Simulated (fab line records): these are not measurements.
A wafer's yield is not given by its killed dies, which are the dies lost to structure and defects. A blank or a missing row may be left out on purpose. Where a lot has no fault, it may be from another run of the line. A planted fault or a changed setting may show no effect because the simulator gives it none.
Struck lot and sound lot, side by side | flow nand harc | 15 out of 1302 route steps
Sound: wafers L271.1, L271.4, L271.5. Wafers L273.1, L273.3, L273.4 were the ones struck. The cause is given at the end.
Per side, at each step with rows, come the tool, then ch with its chambers, and then its first start. Under that, the readings that differ: sound wafers | struck wafers | difference of the means | sigmas: that difference in standard deviations of wafers without a fault.
alike: a reading whose means differ by less than 2 such deviations, as well as words and numbers matching on both sides. not compared: withheld readings; readings where some wafer has no value; bounds like >300 that might hide an equal value; numbers whose values overlap and for which the record gives no deviation.
The two part at a step that has a row with sigmas, a row that says differs or no value, or rows on one side only. When numbers do not overlap yet have no deviation, they are printed without sigmas and do not part them. Lack of a reading on every wafer of one side parts them only where that side has two or more wafers.

NHARC_A_M0_CD_MEAS_09 targets a cd of 80 nm.
  sound on cd sem-03 ch 0, day 23 09:37; struck on cd sem-03 ch 0, day 24 18:25
  alike: cd nm
NHARC_A_M0_OVL_MEAS_10: pitch 160 nm.
  sound: overlay-01 at day 23 09:42; struck: overlay-01 at day 24 18:31
  alike: overlay x nm, overlay y nm
NHARC_A_M0_INSPECT_11:
  sound: defect inspect-02 at day 23 09:44; struck: defect inspect-01 at day 24 18:34
  reading          | sound    | struck      | difference | sigmas
  raw defect count | 74 69 77 | 194 140 140 | +85        | +2
then, 1 step without rows for these wafers: NHARC_A_M0_DESCUM_14 (chemistry O2, time 3 s).
NHARC_A_M0_ETCH_34: etches the open film in N2/H2, target depth 40 nm, overetch 12 nm, time 43.94 s.
  sound on rie diel-11 ch 0,2, day 23 09:54; struck on rie diel-11 ch 1,2,3, day 24 18:43
  alike: drypump motor current A, n2 flow sccm, oes product au, rf vpp V, showerhead plenum p Torr, throttle valve pct
  not compared: rf hours counter h
then, 1 step without rows for these wafers: NHARC_A_M0_ETCH_15 (etches the open film in C4F8/Ar, target depth 150 nm, overetch 15 nm, time 82.5 s).
NHARC_A_M0_CD_MEAS_16:
  sound: cd sem-02 at day 23 10:08; struck: cd sem-02 at day 24 18:55
  alike: cd nm
NHARC_A_M0_STRIP_18: strips in N2/H2.
  sound on rie diel-08 ch 0,1, day 23 10:14; struck on rie diel-09 ch 0,1,2, day 24 19:00
  alike: drypump motor current A, n2 flow sccm, oes product au, rf vpp V, showerhead plenum p Torr, throttle valve pct
  not compared: rf hours counter h
then, 1 step without rows for these wafers: NHARC_A_M0_STRIP_19 (strips in post etch residue remover, time 600 s).
NHARC_A_M0_DEGAS_28: time 60 s.
  sound: pvd sputter-03 at day 23 10:47; struck: pvd sputter-02 at day 24 19:32
  alike: heater power w
NHARC_A_M0_PRE_CLEAN_29: time 30 s.
  sound on pvd sputter-03; struck on pvd sputter-02
  alike: heater power w
NHARC_A_M0_PVD_20: deposits TaN, target thk 5 nm, time 8.06 s.
  sound on pvd sputter-03; struck on pvd sputter-02
  alike: bias v, cathode dc power W, throttle valve pct
NHARC_A_M0_PVD_21: deposits Cu, target thk 30 nm, time 20.49 s.
  sound: pvd sputter-03 at day 23 11:03; struck: pvd sputter-02 at day 24 19:46
  no value came back on the struck wafers for cathode dc power W (W), chamber pressure pa (Pa), throttle valve pct (%); on the sound wafers cathode dc power W (W) reads 5000.3 4999.2 4999.3
then, 1 step without rows for these wafers: NHARC_A_M0_ECD_22 (material Cu, target thk 400 nm).
NHARC_END_SORT_01:
  the record has rows for the sound wafers here (prober-01 ch 0, day 24 22:34) and none for the struck ones

== WHERE THEY PART ==
First at NHARC_A_M0_INSPECT_11; last, within this record, at NHARC_END_SORT_01.

WHY: the cause the simulator had injected
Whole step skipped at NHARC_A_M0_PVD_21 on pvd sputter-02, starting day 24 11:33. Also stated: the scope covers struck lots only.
